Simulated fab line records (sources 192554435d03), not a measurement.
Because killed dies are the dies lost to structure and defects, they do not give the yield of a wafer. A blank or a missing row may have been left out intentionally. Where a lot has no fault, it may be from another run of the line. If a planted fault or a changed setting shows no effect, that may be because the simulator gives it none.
Check of tool commonality    flow n5Finfet    10 lots and 28 wafers in the sample

== WHY THIS WAS OPENED ==
2 of 10 lots carry a flag on the reading VG_OVL at N5_MOL_CONTACT_COAG_OVL_MEAS_85. Wafers without a fault read 0.1 nm, standard deviation 0.73.
Rule: flag the lot when none of its wafers has a number, or when each of its wafers that has one lies beyond 4 standard deviations from that mean. As for the other lots, they are considered sound.

lot   measured      on          VG_OVL (nm), wafer by wafer  flag
L659  day 5 10:57   overlay-02  0.1 1.0 0.5                  
L660  day 6 02:29   overlay-01  -0.2 0.3 0.1                 
L661  day 6 06:40   overlay-02  1.0 -0.4 -0.1                
L663  day 6 09:49   overlay-01  3.7 3.9 4.2                  FLAGGED
L664  day 6 13:26   overlay-01  0.5 0.3 0.7                  
L665  day 6 16:46   overlay-01  -0.1 -0.8 -0.4               
L668  day 7 19:41   overlay-01  6.0 5.1 5.2                  FLAGGED
L674  day 9 00:36   overlay-01  -0.2 0.0 -0.4                
L677  day 10 00:23  overlay-02  0.9 1.3                      
L679  day 10 10:02  overlay-02  0.4 0.8                      
The numbers of the flagged lots are 4.7 nm on average: +4.6 nm against the usual, or +6 standard deviations.

== EACH LOT AND THE TOOL IT RAN ON ==
2 process steps preceding the reading are held in the record, out of 1938 steps in the route. Cell contents, in order: the tool; ch with the chambers the sampled wafers went through; the start.
lot   flag     N5_MOL_CONTACT_COAG_PRE_CLEAN_142  N5_MOL_CONTACT_COAG_EXPOSE_81
L659           pvdSputter-02, day 5 07:06         euvScanner-01 ch 0, day 5 10:47
L660           pvdSputter-01, day 5 22:10         euvScanner-01 ch 0, day 6 02:19
L661           pvdSputter-01, day 6 02:36         euvScanner-01 ch 0, day 6 06:29
L663  FLAGGED  pvdSputter-02, day 6 05:32         euvScanner-01 ch 0, day 6 09:38
L664           pvdSputter-03, day 6 08:59         euvScanner-02 ch 0, day 6 13:16
L665           pvdSputter-01, day 6 12:51         euvScanner-02 ch 0, day 6 16:36
L668  FLAGGED  pvdSputter-02, day 7 15:35         euvScanner-01 ch 0, day 7 19:31
L674           pvdSputter-03, day 8 19:56         euvScanner-02 ch 0, day 9 00:25
L677           pvdSputter-03, day 9 20:02         euvScanner-02 ch 0, day 10 00:14
L679           pvdSputter-01, day 10 06:10        euvScanner-02 ch 0, day 10 09:51
What the steps here do:
- N5_MOL_CONTACT_COAG_PRE_CLEAN_142: time 60 s.
- N5_MOL_CONTACT_COAG_EXPOSE_81: exposes mask VG, defocus 0 nm.
- N5_MOL_CONTACT_COAG_OVL_MEAS_85

== FLAGGED OVER TOTAL, TOOL BY TOOL (the gauges that took the reading come last) ==
step                               tool           lots run  flagged  share of the flagged lots  sound lots run after its first flagged lot
N5_MOL_CONTACT_COAG_PRE_CLEAN_142  pvdSputter-01  4         0        none                       -
N5_MOL_CONTACT_COAG_PRE_CLEAN_142  pvdSputter-02  3         2        all                        0
N5_MOL_CONTACT_COAG_PRE_CLEAN_142  pvdSputter-03  3         0        none                       -
N5_MOL_CONTACT_COAG_EXPOSE_81      euvScanner-01  5         2        all                        0
N5_MOL_CONTACT_COAG_EXPOSE_81      euvScanner-02  5         0        none                       -
N5_MOL_CONTACT_COAG_OVL_MEAS_85    overlay-01     6         2        all                        3 (L664,L665,L674)
N5_MOL_CONTACT_COAG_OVL_MEAS_85    overlay-02     4         0        none                       -

== WHAT THE TABLE PERMITS ==
In the table, 3 rows ran each flagged lot (pvdSputter-02 at N5_MOL_CONTACT_COAG_PRE_CLEAN_142; euvScanner-01 at N5_MOL_CONTACT_COAG_EXPOSE_81; overlay-01 at N5_MOL_CONTACT_COAG_OVL_MEAS_85).
- pvdSputter-02 at N5_MOL_CONTACT_COAG_PRE_CLEAN_142: 2 of its 3 lots flagged. Its last sound lot is L659 (day 5 07:06), its first flagged lot L663 (day 6 05:32): a fault that began between those two fits.
- euvScanner-01 at N5_MOL_CONTACT_COAG_EXPOSE_81: 2 of its 5 lots flagged. Its last sound lot is L661 (day 6 06:29), its first flagged lot L663 (day 6 09:38): a fault that began between those two fits.
- overlay-01 at N5_MOL_CONTACT_COAG_OVL_MEAS_85: 2 of its 6 lots flagged. Lots that were sound ran on it after the first flagged one (L664, L665, L674); a persistent fault on the entire tool would not allow that.
These 2 tools cannot be told apart by counting lots, since each of them fits a fault that started at some hour. More lots, or a look at what each step does to the wafer, might.

== WHAT WAS PUT IN BY THE SIMULATOR ==
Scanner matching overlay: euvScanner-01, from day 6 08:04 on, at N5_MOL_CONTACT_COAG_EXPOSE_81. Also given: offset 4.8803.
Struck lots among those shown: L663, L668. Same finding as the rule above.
